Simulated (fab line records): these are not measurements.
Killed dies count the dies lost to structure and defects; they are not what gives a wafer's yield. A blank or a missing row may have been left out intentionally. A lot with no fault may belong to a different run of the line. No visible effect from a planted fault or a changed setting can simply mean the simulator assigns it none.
Struck lot and sound lot, side by side	flow n5_finfet	26 out of 1938 route steps
Sound: wafers L585.2, L585.3, L585.5. Struck: wafers L580.2, L580.3, L580.6. Last of all comes the cause.
Order at every step that has rows: each side's tool, ch and its chambers, its first start. Under that, the readings that differ: sound wafers	struck wafers	difference of the means	sigmas: that difference in standard deviations of wafers without a fault.
alike: a reading whose means differ by less than 2 such deviations, as well as words and numbers matching on both sides. not compared: withheld readings; readings where some wafer has no value; bounds like >300 that might hide an equal value; numbers whose values overlap and for which the record gives no deviation.
Wherever a step has rows on one side only, a row that says differs or no value, or a row with sigmas, the two part there. Numbers that don't overlap but have no deviation are shown without sigmas and don't part them. A reading missing from all wafers of one side parts the sides only when that side holds two or more wafers.

first, 10 steps without rows for these wafers: N5_SD_EPI_N_EPI_21 (deposits Si:P, time 690 s); N5_SD_EPI_N_PRECLEAN_24 (cleans in O3/DIW, time 60 s); N5_SD_EPI_N_SRD_25 (time 30 s); N5_SD_EPI_N_PRECLEAN_49 (cleans in NF3:NH3, afs cycles 1, time 20 s, sublimation time 60 s); N5_SD_EPI_N_LINER_46 (material SiNx, target thk 3 nm); N5_SD_EPI_P_COAT_34 (time 60 s, resist thk 350 nm); N5_SD_EPI_P_COAT_35 (time 60 s, resist thk 35 nm); N5_SD_EPI_P_COAT_03 (resist thk 150 nm); N5_SD_EPI_P_EBR_05; N5_SD_EPI_P_SOFTBAKE_04 (time 60 s).
N5_SD_EPI_P_EXPOSE_06: exposes mask SD P BLK, target cd 240 nm.
  sound on arfi_scanner-02 ch 0, day 8 14:22; struck on arfi_scanner-03 ch 0, day 7 06:01
reading	sound	struck	difference	sigmas
exposure_dose_mJ_cm2	39.43 39.54 39.44	35.35 35.36 35.35	-4.12	-86
  alike: mask
then, 2 steps without rows for these wafers: N5_SD_EPI_P_PEB_07 (peb time 60 s); N5_SD_EPI_P_DEVELOP_08 (develop time 30 s).
N5_SD_EPI_P_CD_MEAS_09: target cd 240 nm.
  sound on cd_sem-03 ch 0, day 8 14:29; struck on cd_sem-03 ch 0, day 7 06:08
reading	sound	struck	difference	sigmas
cd_nm (nm)	240.6 239.7 240.5	232.5 233.3 233.8	-7.1	-8
N5_SD_EPI_P_DESCUM_14: chemistry O2, time 7.9 s.
  sound on rie_diel-06 ch 1,2,3, day 8 14:35; struck on rie_diel-04 ch 0,1,2, day 7 06:13
reading	sound	struck	difference	sigmas
model.SD_EPI_P.cd_nm (nm)	240.4 239.8 240.8	232.6 233.2 233.6	-7.2	
  alike: drypump_motor_current_A, oes_product_au, rf_vpp_V, showerhead_plenum_p_Torr, throttle_valve_pct
  not compared: rf_hours_counter_h
then, 7 steps without rows for these wafers: N5_SD_EPI_P_ETCH_36 (etches SiARC in CF4, target depth 45.5 nm, time 75.8 s); N5_SD_EPI_P_ETCH_37 (etches SOC in N2/H2, overetch 108 nm, time 486 s); N5_SD_EPI_P_STRIP_38 (strips in N2/H2); N5_SD_EPI_P_ETCHBACK_46 (etches SiNx in CH3F/O2, stops on SiO2, target depth 17.5 nm); N5_SD_EPI_P_ETCH_47 (etches SiOCN in CH3F/O2, target depth 25 nm); N5_SD_EPI_P_ETCH_16 (etches SiO2 in CHF3/O2, target depth 5 nm); N5_SD_EPI_P_STRIP_50 (strips in CHF3/O2).
N5_SD_EPI_P_SD_RECESS_17: chemistry HBr/Cl2/O2, target depth 39.1 nm, bt time 3 s.
  sound on rie_si-03 ch 0,2,3, day 8 15:16; struck on rie_si-03 ch 1,2, day 7 06:54
reading	sound	struck	difference	sigmas
model.SD_EPI_P.cd_nm (nm)	240.4 239.6 240.6	231.4 234.6 234.8	-6.6	
  alike: drypump_motor_current_A, oes_product_au, throttle_valve_pct
  not compared: rf_hours_counter_h
then, 1 step without rows for these wafers: N5_SD_EPI_P_WET_ETCH_45 (etches SiO2 in dHF, time 10.7 s, target depth 2 nm, rinse time 30 s).
-- a jump in the record: the struck wafers' starts before and after are 8 days apart (it breaks off in module SD_EPI_P and resumes in module BEOL_M4, where the first step shown is number 1111 of the route) --
N5_BEOL_M4_RC_MEAS_101:
  sound on prober-01 ch 0, day 15 15:19; struck on prober-02 ch 0, day 15 02:17
reading	sound	struck	difference	sigmas
VT_P (mV)	-258 -256 -255	-247 -245 -248	+10	+2
  alike: DIBL_N, DIBL_P, IOFF_N, IOFF_P, ION_N, ION_P, SS_N, SS_P, VT_N
-- here the record skips 4 days between the struck wafers' starts before and after, leaving off in module BEOL_M4 and picking up in module PASSIVATION (first step shown: number 1936 of the route) --
N5_PASSIVATION_PROBE_49:
  sound: prober-02 at day 20 01:48; struck: prober-01 at day 19 12:17
  alike: defect_limited_yield, killed_at_M0_to_M3, killed_at_M4_up, killed_at_contacts, killed_at_front_end, killed_at_other, killed_dies, killed_open, killed_short, sort_bin_5_function, sort_bin_6_memory, sort_n_pass, sort_yield_pct

== WHERE THEY PART ==
Earliest at N5_SD_EPI_P_EXPOSE_06; latest, in this record, at N5_BEOL_M4_RC_MEAS_101. Later steps at which nothing parts them and some readings are alike: N5_PASSIVATION_PROBE_49.

WHY: whatever the simulator had introduced
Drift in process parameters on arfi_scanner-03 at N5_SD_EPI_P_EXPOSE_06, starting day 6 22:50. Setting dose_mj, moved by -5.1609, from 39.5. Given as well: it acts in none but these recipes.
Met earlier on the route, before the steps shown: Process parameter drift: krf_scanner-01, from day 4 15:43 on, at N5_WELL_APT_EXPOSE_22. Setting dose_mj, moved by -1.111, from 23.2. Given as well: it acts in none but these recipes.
